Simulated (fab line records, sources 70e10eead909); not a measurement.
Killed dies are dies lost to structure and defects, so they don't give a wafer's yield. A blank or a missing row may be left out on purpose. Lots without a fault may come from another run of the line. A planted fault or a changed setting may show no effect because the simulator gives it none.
Which tool did it? | flow nand_harc | 13 lots, 39 wafers sampled, at 6 steps of a route of 1302

WHAT THE GAUGES READ, wafer by wafer
NHARC_A_ONON_D1_THK_MEAS_18: measures by ellipsometry. Usual: thk_nm 1002 nm, standard deviation 8.1.
lot  | measured     | on            | thk_nm (nm)    | flag
L508 | day 8 07:38  | film_metro-02 | 1004 1004 1004 |
L507 | day 8 07:38  | film_metro-01 | 1007 1009 1007 |
L510 | day 9 19:19  | film_metro-01 | 1003 1003 1004 |
L512 | day 10 01:29 | film_metro-02 | 1008 1007 1005 |
L513 | day 10 23:50 | film_metro-01 | 991 990 991    |
L515 | day 11 10:31 | film_metro-01 | 1002 1001 1003 |
L517 | day 12 12:39 | film_metro-01 | 1007 1006 1006 |
L518 | day 12 12:40 | film_metro-02 | 1004 1006 1008 |
L520 | day 13 23:05 | film_metro-02 | 994 995 997    |
L522 | day 14 07:52 | film_metro-01 | 1011 1009 1010 |
L528 | day 16 19:50 | film_metro-01 | 1002 1001 1001 |
L530 | day 17 13:37 | film_metro-01 | 989 988 988    |
L529 | day 17 13:37 | film_metro-02 | 1004 1004 1005 |

NHARC_A_CHANNEL_HOLE_D1_CD_MEAS_10: target cd 100 nm. Usual: cd_nm 99.9 nm, standard deviation 0.62.
lot  | measured     | on        | cd_nm (nm)        | flag
L508 | day 8 13:10  | cd_sem-01 | 99.3 99.4 99.3    |
L507 | day 8 13:19  | cd_sem-02 | 100.0 100.0 100.4 |
L510 | day 10 00:52 | cd_sem-01 | 99.7 99.0 99.6    |
L512 | day 10 07:57 | cd_sem-01 | 99.7 100.5 99.4   |
L513 | day 11 10:01 | cd_sem-01 | 99.2 100.1 99.5   |
L515 | day 11 19:34 | cd_sem-03 | 98.8 99.7 98.2    |
L517 | day 12 20:05 | cd_sem-03 | 99.9 99.3 98.8    |
L518 | day 12 19:56 | cd_sem-02 | 99.4 100.1 99.0   |
L520 | day 14 04:47 | cd_sem-02 | 100.0 99.9 100.0  |
L522 | day 14 14:00 | cd_sem-02 | 100.5 100.9 100.5 |
L528 | day 17 05:49 | cd_sem-02 | 99.8 98.8 99.7    |
L530 | day 17 20:56 | cd_sem-03 | 99.7 100.2 98.8   |
L529 | day 17 19:01 | cd_sem-01 | 100.1 99.6 100.2  |

NHARC_A_CHANNEL_HOLE_D1_INSPECT_12. Usual: raw_defect_count 5.3, standard deviation 2.5.
lot  | measured     | on                | raw_defect_count | flag
L508 | day 8 13:17  | defect_inspect-02 | 8 8 5            |
L507 | day 8 13:27  | defect_inspect-02 | 3 5 2            |
L510 | day 10 00:59 | defect_inspect-02 | 6 7 2            |
L512 | day 10 08:05 | defect_inspect-02 | 4 5 5            |
L513 | day 11 10:08 | defect_inspect-01 | 5 8 6            |
L515 | day 11 19:41 | defect_inspect-01 | 6 6 4            |
L517 | day 12 20:13 | defect_inspect-01 | 4 1 3            |
L518 | day 12 20:04 | defect_inspect-02 | 4 4 7            |
L520 | day 14 04:54 | defect_inspect-02 | 15 20 13         | OFF
L522 | day 14 14:07 | defect_inspect-02 | 15 24 18         | OFF
L528 | day 17 05:57 | defect_inspect-02 | 4 7 4            |
L530 | day 17 21:03 | defect_inspect-02 | 6 10 6           |
L529 | day 17 19:09 | defect_inspect-01 | 7 4 8            |

NHARC_END_SORT_01. Usual: killed_at_array 56, standard deviation 18; killed_at_other 1.4, standard deviation 1.5; killed_at_periphery 4, standard deviation 3.1; killed_dies 61, standard deviation 19; killed_open 3.5, standard deviation 1.8; killed_short 2.4, standard deviation 1.4.
lot  | measured     | on        | killed_at_array | killed_at_other | killed_at_periphery | killed_dies | killed_open | killed_short | flag
L508 | day 24 10:09 | prober-01 | 27 17 21        | 1 2 0           | 3 1 6               | 31 20 27    | 3 1 5       | 3 4 2        |
L507 | day 24 10:59 | prober-02 | 63 64 81        | 0 1 0           | 1 0 4               | 64 65 85    | 2 3 3       | 2 1 5        |
L510 | day 26 08:28 | prober-01 | 50 43 58        | 0 1 1           | 2 1 1               | 52 45 60    | 1 0 4       | 3 0 1        |
L512 | day 26 12:20 | prober-02 | 61 67 51        | 1 1 1           | 1 1 1               | 63 69 53    | 2 5 1       | 2 0 4        |
L513 | day 27 20:19 | prober-02 | 52 55 52        | 3 0 1           | 6 3 9               | 61 58 62    | 4 3 4       | 4 3 1        |
L515 | day 27 11:43 | prober-01 | 77 71 92        | 1 0 0           | 7 16 6              | 85 87 98    | 1 7 2       | 1 2 1        |
L517 | day 30 05:02 | prober-01 | 82 63 82        | 1 0 0           | 12 7 12             | 95 70 94    | 4 2 6       | 3 1 4        |
L518 | day 29 12:19 | prober-02 | 50 45 46        | 4 5 0           | 7 5 6               | 61 55 52    | 7 2 3       | 2 3 0        |
L520 | day 30 05:56 | prober-02 | 38 48 40        | 3 2 2           | 2 3 2               | 43 53 44    | 2 4 5       | 2 5 3        |
L522 | day 31 20:10 | prober-01 | 57 60 65        | 0 1 0           | 4 4 6               | 61 65 71    | 4 3 5       | 5 2 2        |
L528 | day 33 02:40 | prober-02 | 59 46 45        | 3 0 3           | 2 4 5               | 64 50 53    | 4 3 1       | 0 3 0        |
L530 | day 34 07:28 | prober-02 | 39 26 29        | 0 0 0           | 0 2 1               | 39 28 30    | 4 2 0       | 6 1 4        |
L529 | day 33 22:32 | prober-01 | 61 97 83        | 2 4 2           | 5 2 5               | 68 103 90   | 3 5 2       | 2 3 2        |

WHICH TOOL RAN EACH LOT (tool, then ch and the chambers of the sampled wafers, then the start)
lot  | NHARC_A_CHANNEL_HOLE_D1_DEP_00 | NHARC_A_CHANNEL_HOLE_D1_ETCH_22
L508 | acl_dep-01 ch 0, day 8 10:50   | har_etch-01 ch 0,1, day 8 15:29
L507 | acl_dep-02 ch 0, day 8 11:10   | har_etch-02 ch 0,1, day 8 15:45
L510 | acl_dep-01 ch 0, day 9 22:50   | har_etch-01 ch 0,1, day 10 03:23
L512 | acl_dep-03 ch 0, day 10 05:17  | har_etch-01 ch 0,1, day 10 11:05
L513 | acl_dep-03 ch 0, day 11 07:48  | har_etch-01 ch 0, day 11 14:45
L515 | acl_dep-02 ch 0, day 11 16:55  | har_etch-02 ch 0,1, day 11 23:58
L517 | acl_dep-02 ch 0, day 12 17:23  | har_etch-02 ch 0, day 12 23:39
L518 | acl_dep-01 ch 0, day 12 17:17  | har_etch-01 ch 0,1, day 12 22:20
L520 | acl_dep-02 ch 0, day 14 02:27  | har_etch-01 ch 0,1, day 14 07:07
L522 | acl_dep-02 ch 0, day 14 11:59  | har_etch-02 ch 0,1, day 14 21:29
L528 | acl_dep-02 ch 0, day 17 03:08  | har_etch-02 ch 1, day 17 10:52
L530 | acl_dep-02 ch 0, day 17 18:43  | har_etch-02 ch 0,1, day 17 23:15
L529 | acl_dep-02 ch 0, day 17 17:26  | har_etch-01 ch 0,1, day 17 21:34
- NHARC_A_CHANNEL_HOLE_D1_DEP_00: deposits aC, target thk 3100 nm.
- NHARC_A_CHANNEL_HOLE_D1_ETCH_22: etches the open film in C4F8/O2/Ar, time 666.7 s, target depth 1600 nm.

WHAT THE TOOLS THEMSELVES READ (means of the sampled wafers that have a number; where no wafer has one, the mark that the record gives instead)
NHARC_A_CHANNEL_HOLE_D1_DEP_00. Usual: throttle_valve_pct 34.999 %, standard deviation 0.0087.
lot  | tool       | throttle_valve_pct (%) | flag
L508 | acl_dep-01 | 35.008                 |
L507 | acl_dep-02 | 35.004                 |
L510 | acl_dep-01 | 34.991                 |
L512 | acl_dep-03 | 34.998                 |
L513 | acl_dep-03 | 34.992                 |
L515 | acl_dep-02 | 35.003                 |
L517 | acl_dep-02 | 34.997                 |
L518 | acl_dep-01 | 35.006                 |
L520 | acl_dep-02 | 34.993                 |
L522 | acl_dep-02 | 35.001                 |
L528 | acl_dep-02 | 34.995                 |
L530 | acl_dep-02 | 35.006                 |
L529 | acl_dep-02 | 34.990                 |

NHARC_A_CHANNEL_HOLE_D1_ETCH_22. Usual: drypump_motor_current_A 5.8 A, standard deviation 0.57; showerhead_plenum_p_Torr 3.66 Torr, standard deviation 0.14; throttle_valve_pct 32.156 %, standard deviation 0.0089.
lot  | tool        | drypump_motor_current_A (A) | showerhead_plenum_p_Torr (Torr) | throttle_valve_pct (%) | flag
L508 | har_etch-01 | 5.3                         | 3.64                            | 32.156                 |
L507 | har_etch-02 | 6.5                         | 3.50                            | 32.160                 |
L510 | har_etch-01 | 5.3                         | 3.67                            | 32.154                 |
L512 | har_etch-01 | 5.3                         | 3.67                            | 32.161                 |
L513 | har_etch-01 | 5.4                         | 3.57                            | 32.167                 |
L515 | har_etch-02 | 6.5                         | 3.47                            | 32.158                 |
L517 | har_etch-02 | 5.9                         | 3.63                            | 32.154                 |
L518 | har_etch-01 | 5.3                         | 3.65                            | 32.165                 |
L520 | har_etch-01 | 5.3                         | 3.64                            | 32.158                 |
L522 | har_etch-02 | 6.2                         | 3.72                            | 32.165                 |
L528 | har_etch-02 | 6.8                         | 3.91                            | 32.160                 |
L530 | har_etch-02 | 6.6                         | 3.91                            | 32.150                 |
L529 | har_etch-01 | 5.4                         | 3.57                            | 32.156                 |

THE ANSWER, worked out from the rows above alone
Rule: a lot is off if the mean of its wafers that have a number lies more than 3 standard deviations from the usual mean. A lot without any number at a reading at which 4 lots or more have one is off too. The other lots that the step has rows for count as sound. The gauges are gone through in route order, then the tools' own readings, and for those a lot's mean is taken as printed above. The first step at which some lot is off is used, and at that step the reading that is off furthest; a lot without a number counts as furthest.
Off: L520, L522, at NHARC_A_CHANNEL_HOLE_D1_INSPECT_12 (raw_defect_count).
A tool fits if, at a process step before that reading, it ran every lot that is off, and no sound lot after the first of them. The gauges at NHARC_A_CHANNEL_HOLE_D1_INSPECT_12 are tried like those tools. None of those tried fits.

WHAT THE SIMULATOR HAD PUT IN
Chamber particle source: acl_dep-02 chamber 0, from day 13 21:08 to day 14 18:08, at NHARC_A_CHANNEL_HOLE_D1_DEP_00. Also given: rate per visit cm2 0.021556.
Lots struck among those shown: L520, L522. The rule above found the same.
